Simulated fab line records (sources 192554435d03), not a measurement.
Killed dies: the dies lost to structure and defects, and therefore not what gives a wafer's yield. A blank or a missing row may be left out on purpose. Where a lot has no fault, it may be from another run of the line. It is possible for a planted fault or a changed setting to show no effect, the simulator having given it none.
Split-lot study    flow n5_finfet    on a route of 1938 steps: 7 lots, 39 wafers read

## ON THE SPLIT
At N5_DUMMY_GATE_ETCH_31 (etches SiO2 in C4F6/O2, target depth 82.5 nm, time 27.5 s), the setting target_depth_a was moved away from the recipe's 825 angstrom on 6 of the 39 wafers read, by -12.2% to -6.4%. This setting was run at the recipe's value on the other wafers.

The reading comes from the split's own step.

## THE READING
SOC_of_DUMMY_GATE_COAT_34.thk_nm (the simulator's own value, which no gauge read), in nm, at N5_DUMMY_GATE_ETCH_31 (etches SiO2 in C4F6/O2, target depth 82.5 nm, time 27.5 s). No usual value for it is given in the file. Average 51.8 nm, standard deviation 0.23 nm, over the 33 wafers here run with the recipe.

wafer   tool, chamber at the split  target_depth_a as run, angstrom  against the recipe  SOC_of_DUMMY_GATE_COAT_34.thk_nm, nm  against lot-mates on the recipe
L076.1  rie_diel-01, 1              825                              recipe              51.6                                  -
L076.2  rie_diel-01, 3              825                              recipe              51.6                                  -
L076.3  rie_diel-01, 0              825                              recipe              52                                    -
L076.4  rie_diel-01, 2              825                              recipe              51.8                                  -
L076.5  rie_diel-01, 1              825                              recipe              51.6                                  -
L076.6  rie_diel-01, 0              825                              recipe              51.8                                  -
L079.1  rie_diel-01, 0              771.8                            -6.4%               52.4                                  +0.7
L079.2  rie_diel-01, 2              771.8                            -6.4%               52.4                                  +0.7
L079.3  rie_diel-01, 3              825                              recipe              51.6                                  -
L079.4  rie_diel-01, 0              771.8                            -6.4%               52.6                                  +0.9
L079.5  rie_diel-01, 2              825                              recipe              51.8                                  -
L079.6  rie_diel-01, 3              825                              recipe              51.8                                  -
L084.1  rie_diel-03, 0              825                              recipe              52                                    -
L084.2  rie_diel-03, 3              825                              recipe              51.6                                  -
L084.3  rie_diel-03, 2              825                              recipe              51.8                                  -
L084.4  rie_diel-03, 1              825                              recipe              51.8                                  -
L084.5  rie_diel-03, 3              825                              recipe              51.8                                  -
L084.6  rie_diel-03, 2              825                              recipe              51.6                                  -
L087.1  rie_diel-02, 1              825                              recipe              52                                    -
L087.2  rie_diel-02, 3              724                              -12.2%              53.2                                  +1.3
L087.3  rie_diel-02, 2              825                              recipe              51.6                                  -
L087.4  rie_diel-02, 0              825                              recipe              52                                    -
L087.5  rie_diel-02, 0              724                              -12.2%              53.2                                  +1.3
L087.6  rie_diel-02, 3              724                              -12.2%              52.8                                  +0.9
L089.1  rie_diel-01, 3              825                              recipe              51.4                                  -
L089.2  rie_diel-01, 2              825                              recipe              51.4                                  -
L089.3  rie_diel-01, 1              825                              recipe              51.6                                  -
L089.4  rie_diel-01, 0              825                              recipe              51.8                                  -
L089.5  rie_diel-01, 1              825                              recipe              51.4                                  -
L089.6  rie_diel-01, 0              825                              recipe              51.8                                  -
L092.1  rie_diel-01, 3              825                              recipe              51.8                                  -
L092.4  rie_diel-01, 0              825                              recipe              52.4                                  -
L092.6  rie_diel-01, 0              825                              recipe              52.4                                  -
L094.1  rie_diel-03, 3              825                              recipe              51.6                                  -
L094.2  rie_diel-03, 0              825                              recipe              51.6                                  -
L094.3  rie_diel-03, 1              825                              recipe              51.6                                  -
L094.4  rie_diel-03, 2              825                              recipe              51.8                                  -
L094.5  rie_diel-03, 2              825                              recipe              51.8                                  -
L094.6  rie_diel-03, 1              825                              recipe              51.6                                  -

THE FIT
A straight line over all 39 wafers: SOC_of_DUMMY_GATE_COAT_34.thk_nm changes by -0.108 nm for each +1% of target_depth_a; r = -0.87; the points scatter about the line by 0.23 nm.
The same after taking each lot's own level away (the mean of its wafers on the recipe; 39 wafers): -0.101 nm for each +1%; r = -0.91; scatter 0.17 nm.
That fit puts the effect of the largest move of target_depth_a on the reading at 1.2 nm.
From 51.57 to 52.20 nm: that is the span of the lots' own levels, equal to 2.7 times the standard deviation above.
The two slopes are in agreement: the lot-to-lot level therefore moves the slope only a little.
Check: +1.21 nm against its lot-mates is what the line predicts for one of the wafers moved furthest among these (-12.2%) when that wafer is left out of the fit. It came out at +1.33 nm against them.

## OTHER SPLITS ON THESE WAFERS
Other splits were also applied to these wafers ahead of the reading. Each is held against what the fit with the lots' levels taken away leaves over:
other split on the same wafers  wafers away from the commonest value  r with SOC_of_DUMMY_GATE_COAT_34.thk_nm (lot level and that fit taken away)
N5_DUMMY_GATE_ETCH_37 source_w  15                                    -0.05

## THE WHOLE CHAIN: every reading that the file lists as answering this split, in the file's order
step                   what it does                                               reading                                                                            change (the file's fit)                r (the file's)
N5_DUMMY_GATE_ETCH_31  etches SiO2 in C4F6/O2, target depth 82.5 nm, time 27.5 s  etch.depth_nm (the simulator's own value, which no gauge read)                     +0.904 nm for each +1% of the setting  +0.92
N5_DUMMY_GATE_ETCH_31  etches SiO2 in C4F6/O2, target depth 82.5 nm, time 27.5 s  SOC_of_DUMMY_GATE_COAT_34.thk_nm (the simulator's own value, which no gauge read)  -0.101 nm for each +1% of the setting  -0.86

## THE FILE'S OWN FIT
SOC_of_DUMMY_GATE_COAT_34.thk_nm changes by -0.101 nm for each +1% of target_depth_a, r = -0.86.
